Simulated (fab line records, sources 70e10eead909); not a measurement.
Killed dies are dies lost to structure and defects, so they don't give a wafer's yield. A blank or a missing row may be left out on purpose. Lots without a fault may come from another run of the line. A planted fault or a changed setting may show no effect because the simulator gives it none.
fab line records | flow nand_harc
record lots=13 wafers=37 last_day=34
route steps=1302 shown A_ZERO_WELL@405 A_SOURCE_PLATE@423 A_ONON_D1@430 END@1302
lots that met no fault: from a run of the same line without faults
start_h: hours from the record's first day to the start of the lot's first wafer shown | wait_h: hours since the lot's step before | " the same as in the row above | L1.1+2: a row that stands for several wafers | - no value, or no start given | * or withheld: withheld | < > ~ a bound
route shown NAME@n: a module of which the file shows steps, and the number in the route of the first | usual: mean/standard deviation of fault-free wafers | same: alike in all rows | chamber/n: place in a boat | sites: the reading at each site | _std_site: their standard deviation | _edge_site: outer sites' mean less inner sites' | radius_mm: how far each site lies from the wafer's centre | mask NAME#n: copy n | behind: the tool/chamber that last shaped the wafer | hold: why the lot was held/for how many hours/how that ended | device: the transistor (n, p or np) that didn't switch | end of line: the same wafers' tests at the end of the route | a step without rows: its recipe alone | killed: dies lost to structure and defects at the first sort, not the wafer's yield | map: a wafer's dies, x killed, . not, _ none there
set.NAME: the setting as run; set.NAME@STEP: as run at that earlier step | model.NAME: the simulator's own value behind a step, which no gauge read
steps of the route over a sample of lots; a table a step, a row a wafer
services: from which hour (start_h, from the record's first day; less than 0 if before it) a tool's chamber was out of use, for how many hours, and why
## steps
# step NHARC_A_ZERO_WELL_ETCH_13
# recipe target_depth_a=1200 time_s=40.1 hbr_flow_sccm=150 cl2_flow_sccm=50 rf_w=400 icp_w=400 bias_w=100 chemistry=HBr/Cl2
# usual drypump_motor_current_A=5.6/0.53 he_backside_leak_sccm=2.7/0.31 oes_product_au=1.002/0.0098 throttle_valve_pct=26.404/0.0085
# columns lot.wafer tool chamber start_h wait_h drypump_motor_current_A he_backside_leak_sccm oes_product_au rf_hours_counter_h throttle_valve_pct
L507.4 rie_si-05 1 138.42 - 5.0 2.3 1.018 0.0 26.408
L507.3 " 2 " " 5.8 2.4 0.997 0.0 26.383
L507.2 " 3 " " 6.0 2.5 1.001 0.0 26.413
L509.2 rie_si-01 3 162.16 - 5.0 2.7 0.983 1.0 26.401
L509.3 " 0 " " 6.6 2.7 1.002 0.8 26.399
L509.5 " 2 " " 5.4 2.4 1.004 - 26.395
L510.4 rie_si-05 1 163.21 - 5.0 2.4 1.018 0.2 26.400
L510.3 " 2 " " 5.8 2.5 0.995 0.2 26.398
L510.5 " 0 " " 6.1 3.0 1.005 - 26.427
L511.4 rie_si-05 2 181.60 - 5.8 2.5 1.001 0.3 26.409
L511.6 " 0 " " 6.1 3.1 1.003 - 26.403
L511.5 " 1 " " 5.0 2.4 1.023 - 26.404
L512.1 rie_si-05 1 187.05 - 5.0 4.4 1.015 0.4 26.416
L512.4 " 3 " " 6.0 2.4 0.997 0.3 26.390
L512.2 " 0 " " 6.1 3.0 1.005 0.4 26.402
L513.4 rie_si-05 2 200.62 - 5.8 2.4 1.013 0.4 26.401
L513.3 " 3 " " 6.0 2.5 1.008 0.4 26.396
L513.6 " 0 " " 6.1 2.9 1.007 - 26.404
L522.2 rie_si-05 0 286.36 - 6.1 3.1 1.001 1.2 26.406
L522.5 " 0 " " 6.1 3.0 1.012 - 26.412
L523.1 rie_si-05 2 304.65 - 5.8 2.4 1.007 1.0 26.403
L523.4 " 3 " " 6.0 2.4 1.004 - 26.418
L523.5 " 1 " " 5.0 2.2 1.019 - 26.408
L524.3 rie_si-01 2 312.01 - 5.4 2.2 0.995 0.6 26.423
L524.5 " 0 " " 6.6 2.7 1.001 - 26.413
L526.4 rie_si-03 3 327.36 - 5.2 2.8 1.005 0.7 26.400
L526.3 " 1 " " 4.7 2.7 0.996 0.7 26.406
L526.5 " 0 " " 6.0 2.5 0.993 - 26.402
L527.2 rie_si-05 2 344.24 - 5.8 2.6 1.004 0.1 26.397
L527.4 " 0 " " 6.2 3.1 1.008 0.1 26.401
L527.3 " 1 " " 5.0 2.4 1.012 0.1 26.396
L529.3 rie_si-01 0 356.71 - 6.6 2.6 0.985 1.0 26.418
L529.1 " 1 " " 5.2 2.9 0.990 0.9 26.408
L529.6 " 3 " " 5.1 2.9 0.991 - 26.401
L530.3 rie_si-03 3 377.38 - 5.2 3.1 1.001 1.1 26.395
L530.4 " 1 " " 4.7 2.7 0.997 1.1 26.403
L530.5 " 3 " " 5.2 3.7 0.998 - 26.411
# step NHARC_A_ZERO_WELL_RTA_16
# recipe temp_c=1000 time_s=10
# usual lamp_power_pct=36.2/1.3 wafer_temp_C_max=1004.7/1.7
# columns lot.wafer tool chamber start_h wait_h lamp_power_pct wafer_temp_C_max
L507.2 rtp_anneal-02 0 139.34 - 37.5 1002.4
L507.3 " 0 " " 37.6 1002.7
L507.4 " 0 " " 37.5 1002.6
L509.2 rtp_anneal-01 0 163.07 - 34.9 1005.4
L509.3 " 0 " " 35.0 1004.9
L509.5 " 0 " " 35.0 1005.5
L510.3 rtp_anneal-02 0 164.16 - 37.6 1004.4
L510.4 " 0 " " 37.6 1003.6
L510.5 " 0 " " 37.6 1003.2
L511.4 rtp_anneal-01 0 182.58 - 35.0 1006.4
L511.5 " 0 " " 35.0 1008.5
L511.6 " 0 " " 35.0 1004.9
L512.1 rtp_anneal-02 0 188.00 0.1 37.6 1003.7
L512.2 " 0 " " 37.5 1004.2
L512.4 " 0 " " 37.5 1002.6
L513.3 rtp_anneal-01 0 201.55 - 35.0 1005.1
L513.4 " 0 " " 35.0 1005.2
L513.6 " 0 " " 35.0 1005.5
L522.2 rtp_anneal-02 0 287.33 0.1 37.6 1003.7
L522.5 " 0 " " 37.6 1003.2
L523.1 rtp_anneal-01 0 305.59 - 34.9 1005.1
L523.4 " 0 " " 35.0 1005.2
L523.5 " 0 " " 34.9 1005.7
L524.3 rtp_anneal-02 0 312.92 - 37.6 1003.1
L524.5 " 0 " " 37.6 1002.1
L526.3 rtp_anneal-02 0 328.32 - 37.5 1002.3
L526.4 " 0 " " 37.6 1002.1
L526.5 " 0 " " 37.6 1002.7
L527.2 rtp_anneal-01 0 345.16 - 34.9 1004.8
L527.3 " 0 " " 34.9 1006.3
L527.4 " 0 " " 34.9 1006.6
L529.1 rtp_anneal-01 0 357.59 - 35.0 1005.5
L529.3 " 0 " " 34.9 1003.9
L529.6 " 0 " " 34.9 1005.2
L530.3 rtp_anneal-02 0 378.33 - 37.6 1002.9
L530.4 " 0 " " 37.6 1002.6
L530.5 " 0 " " 37.6 1001.8
# step NHARC_A_SOURCE_PLATE_INSPECT_08
# usual raw_defect_count=57/25
# columns lot.wafer tool chamber start_h wait_h raw_defect_count
L507.2 defect_inspect-02 - 161.38 0.0 49
L507.3 " - " " 44
L507.4 " - " " 66
L509.2 defect_inspect-01 - 184.15 0.0 89
L509.3 " - " " 67
L509.5 " - " " 61
L510.3 defect_inspect-02 - 184.15 0.0 21
L510.4 " - " " 52
L510.5 " - " " 25
L511.4 defect_inspect-02 - 202.93 0.0 48
L511.5 " - " " 38
L511.6 " - " " 58
L512.1 defect_inspect-01 - 208.10 0.0 59
L512.2 " - " " 34
L512.4 " - " " 78
L513.3 defect_inspect-02 - 222.89 0.0 122
L513.4 " - " " 74
L513.6 " - " " 131
L522.2 defect_inspect-02 - 307.35 0.0 37
L522.5 " - " " 34
L523.1 defect_inspect-01 - 326.07 0.0 48
L523.4 " - " " 40
L523.5 " - " " 48
L524.3 defect_inspect-01 - 333.28 0.0 37
L524.5 " - " " 23
L526.3 defect_inspect-02 - 348.35 0.0 40
L526.4 " - " " 58
L526.5 " - " " 39
L527.2 defect_inspect-01 - 365.13 0.0 29
L527.3 " - " " 64
L527.4 " - " " 58
L529.1 defect_inspect-02 - 379.89 0.0 75
L529.3 " - " " 61
L529.6 " - " " 67
L530.3 defect_inspect-02 - 400.00 0.0 95
L530.4 " - " " 125
L530.5 " - " " 109
# step NHARC_A_ONON_D1_DEP_09
# recipe target_thk_a=10000 n2_flow_sccm=2750 n2o_flow_sccm=2000 nh3_flow_sccm=500 sih4_flow_sccm=210 temp_c=400
# usual n2_flow_sccm=2747/8.7
# columns lot.wafer tool chamber start_h wait_h n2_flow_sccm
L507.2 pecvd_onon-03 0 163.20 0.1 2757
L507.3 " 0 " " 2751
L507.4 " 0 " " 2739
L509.2 pecvd_onon-03 0 185.97 0.1 2768
L509.3 " 0 " " 2742
L509.5 " 0 " " 2752
L510.3 pecvd_onon-01 0 186.05 0.2 2758
L510.4 " 0 " " 2755
L510.5 " 0 " " 2760
L511.4 pecvd_onon-03 0 204.87 0.2 2751
L511.5 " 0 " " 2744
L511.6 " 0 " " 2758
L512.1 pecvd_onon-01 0 209.87 0.1 2740
L512.2 " 0 " " 2731
L512.4 " 0 " " 2735
L513.3 pecvd_onon-04 0 224.80 0.2 2747
L513.4 " 0 " " 2749
L513.6 " 0 " " 2748
L522.2 pecvd_onon-03 0 309.18 0.1 2755
L522.5 " 0 " " 2761
L523.1 pecvd_onon-03 0 327.85 0.1 2756
L523.4 " 0 " " 2762
L523.5 " 0 " " 2740
L524.3 pecvd_onon-03 0 335.16 0.2 2738
L524.5 " 0 " " 2732
L526.3 pecvd_onon-01 0 350.23 0.2 2747
L526.4 " 0 " " 2737
L526.5 " 0 " " 2743
L527.2 pecvd_onon-01 0 366.95 0.1 2741
L527.3 " 0 " " 2751
L527.4 " 0 " " 2743
L529.1 pecvd_onon-04 0 381.65 0.1 2744
L529.3 " 0 " " 2721
L529.6 " 0 " " 2738
L530.3 pecvd_onon-04 0 401.87 0.2 2753
L530.4 " 0 " " 2746
L530.5 " 0 " " 2753
# step NHARC_A_ONON_D1_THK_MEAS_11
# recipe thk_meas_gauge=ellipsometry
# usual thk_nm=1000/12
# columns lot.wafer tool chamber start_h wait_h thk_nm
L507.2 film_metro-02 - 163.65 - 1001
L507.3 " - " " 1001
L507.4 " - " " 1001
L509.2 film_metro-01 - 186.42 - 1002
L509.3 " - " " 1003
L509.5 " - " " 1002
L510.3 film_metro-02 - 186.45 - 1001
L510.4 " - " " 998
L510.5 " - " " 998
L511.4 film_metro-02 - 205.21 - 1005
L511.5 " - " " 1006
L511.6 " - " " 1007
L512.1 film_metro-02 - 210.38 - 989
L512.2 " - " " 988
L512.4 " - " " 990
L513.3 film_metro-02 - 225.19 - 1008
L513.4 " - " " 1009
L513.6 " - " " 1009
L522.2 film_metro-02 - 309.63 - 1003
L522.5 " - " " 1714
L523.1 film_metro-01 - 328.35 - 999
L523.4 " - " " 1708
L523.5 " - " " 1708
L524.3 film_metro-02 - 335.58 - 993
L524.5 " - " " 1703
L526.3 film_metro-02 - 350.63 - 997
L526.4 " - " " 997
L526.5 " - " " 997
L527.2 film_metro-01 - 367.40 - 1002
L527.3 " - " " 1002
L527.4 " - " " 1004
L529.1 film_metro-01 - 382.17 - 984
L529.3 " - " " 986
L529.6 " - " " 985
L530.3 film_metro-02 - 402.27 - 981
L530.4 " - " " 981
L530.5 " - " " 981
# step NHARC_END_SORT_01
# recipe temp_c=25
# usual killed_at_array=53/18 killed_at_other=1.0/1.2 killed_at_periphery=3.6/2.4 killed_dies=58/18 killed_open=3.4/1.8 killed_short=2.3/1.5
# same gross_dies=677
# columns lot.wafer tool chamber start_h wait_h killed_at_array killed_at_other killed_at_periphery killed_dies killed_open killed_short
L522.2 prober-02 0 717.73 2.8 73 0 13 86 2 2
L522.5 prober-02 0 720.13 3.7 667 1 9 677 3 8
L523.1 prober-01 0 732.92 2.5 41 2 1 44 3 0
L523.4 prober-01 0 735.38 3.5 671 2 4 677 4 2
L523.5 prober-01 0 736.20 3.8 673 1 3 677 5 4
L524.3 prober-02 0 734.59 3.1 34 1 3 38 0 2
L524.5 prober-02 0 736.19 3.7 675 1 1 677 2 0
# killed by level:class
L522.2 A_CHANNEL_HOLE_D1:chamber_film_flake=35 A_CHANNEL_HOLE_D2:chamber_film_flake=14 P_CONTACT:chamber_film_flake=12 A_SLIT:chamber_film_flake=8 A_BONDPAD:chamber_film_flake=6 A_DECK1_JOINT:chamber_film_flake=3 A_CHANNEL_FILL_D1:geometric_particle:short=1 A_SLIT:geometric_particle:short=1
L522.5 A_ONON_D1:area_dep=592 A_CHANNEL_HOLE_D1:chamber_film_flake=31 A_CHANNEL_HOLE_D2:chamber_film_flake=21 A_SLIT:chamber_film_flake=8 A_WL_FILL:geometric_particle:short=4 A_BONDPAD:chamber_film_flake=4 P_GATE:chamber_film_flake=3 P_CONTACT:chamber_film_flake=3
L523.1 A_SLIT:chamber_film_flake=24 A_CHANNEL_HOLE_D1:chamber_film_flake=5 A_CHANNEL_FILL_D2:chamber_film_flake=4 A_STAIRCASE:chamber_film_flake=3 THIN_TSV:chamber_film_flake=2 A_CHANNEL_FILL_D1:geometric_particle:open=1 A_ONON_D2:geometric_particle:open=1 A_CHANNEL_FILL_D2:geometric_particle:open=1
L524.3 A_CHANNEL_HOLE_D1:chamber_film_flake=11 A_CHANNEL_HOLE_D2:chamber_film_flake=10 A_SLIT:chamber_film_flake=5 A_STAIRCASE:chamber_film_flake=3 A_CONTACT:chamber_film_flake=3 P_CONTACT:geometric_particle:short=2 A_DECK1_JOINT:chamber_film_flake=2 P_ZERO_WELL:chamber_film_flake=1
L523.4 A_ONON_D1:area_dep=635 A_SLIT:chamber_film_flake=15 A_CHANNEL_HOLE_D1:chamber_film_flake=5 A_CONTACT:chamber_film_flake=5 A_STAIRCASE:chamber_film_flake=4 A_DECK1_JOINT:chamber_film_flake=3 P_M0:geometric_particle:open=2 THIN_TSV:chamber_film_flake=2
L524.5 A_ONON_D1:area_dep=648 A_CHANNEL_HOLE_D2:chamber_film_flake=9 A_CHANNEL_HOLE_D1:chamber_film_flake=5 A_DECK1_JOINT:chamber_film_flake=3 A_STAIRCASE:chamber_film_flake=3 A_SLIT:chamber_film_flake=3 A_CONTACT:chamber_film_flake=2 P_M1:geometric_particle:open=1
L523.5 A_ONON_D1:area_dep=633 A_SLIT:chamber_film_flake=19 A_CHANNEL_HOLE_D1:chamber_film_flake=6 A_CHANNEL_FILL_D2:geometric_particle:short=2 A_CHANNEL_FILL_D1:chamber_film_flake=2 A_CHANNEL_FILL_D2:chamber_film_flake=2 A_CONTACT:chamber_film_flake=2 P_M0:geometric_particle:open=1
## services
# columns tool chamber start_h hours kind
rie_si-03 3 115.29 6.6 repair
rie_si-05 - 128.00 9.0 pm
rie_si-05 0 128.00 9.0 vent_cycle
rie_si-05 1 128.00 9.0 vent_cycle
rie_si-05 2 128.00 9.0 vent_cycle
pecvd_onon-04 - 130.10 13.0 pm
pecvd_onon-03 - 190.23 11.4 repair
rie_si-01 - 193.00 9.0 pm
rie_si-03 - 221.00 9.0 pm
rie_si-01 0 222.50 2.7 repair
pecvd_onon-03 - 227.00 13.0 pm
rie_si-01 0 260.91 5.2 repair
pecvd_onon-01 - 269.52 13.0 pm
rie_si-03 - 277.59 0.2 repair
rie_si-05 0 294.92 15.8 repair
rie_si-01 2 299.69 2.7 repair
rie_si-05 - 305.00 9.0 pm
rie_si-03 1 305.93 1.3 repair
pecvd_onon-04 - 311.10 13.0 pm
rie_si-03 2 344.00 4.5 repair
rie_si-01 - 370.00 9.0 pm
rtp_anneal-01 - 372.13 12.0 pm
rie_si-05 2 393.56 2.3 repair
rie_si-03 - 398.00 9.0 pm
## key
first_sign step=NHARC_A_ONON_D1_THK_MEAS_11 reading=thk_nm direction=up sigmas=61 usual=1000 struck=1708
effect step=NHARC_END_SORT_01 reading=killed_at_array direction=up sigmas=35 usual=53 struck=672
more_kills_born_at NHARC_A_ONON_D1_DEP_09@pecvd_onon-03=2508
met_at NHARC_A_ONON_D1_DEP_09
struck_lots L522,L523,L524
struck_wafers L522.5,L523.4,L523.5,L524.5
later_rows_left_out L522.5,L523.4,L523.5,L524.5
tester_left_out L522,L523,L524
not_acting_at NHARC_A_ZERO_WELL_ETCH_13,NHARC_A_ZERO_WELL_RTA_16,NHARC_A_SOURCE_PLATE_INSPECT_08
onset_between 204.87 309.18
fault kind=process_parameter_drift tool=pecvd_onon-03 chamber=- onset_h=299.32 steps=NHARC_A_ONON_D1_DEP_09 channel=target_thk_a offset=* shape=step end_h=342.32 scope=struck_wafers_only acts_in=* stated=*
# tester_left_out: of these lots the tester's yield and bins aren't shown, on N5 and GAA mostly nor the transistor test; their killed dies are dies lost to structure and defects alone, not to doping, threshold or leakage, so they don't give the yield
# later_rows_left_out: the simulator's readings of these wafers behind a module that went badly wrong aren't trusted and aren't shown, but for the sort
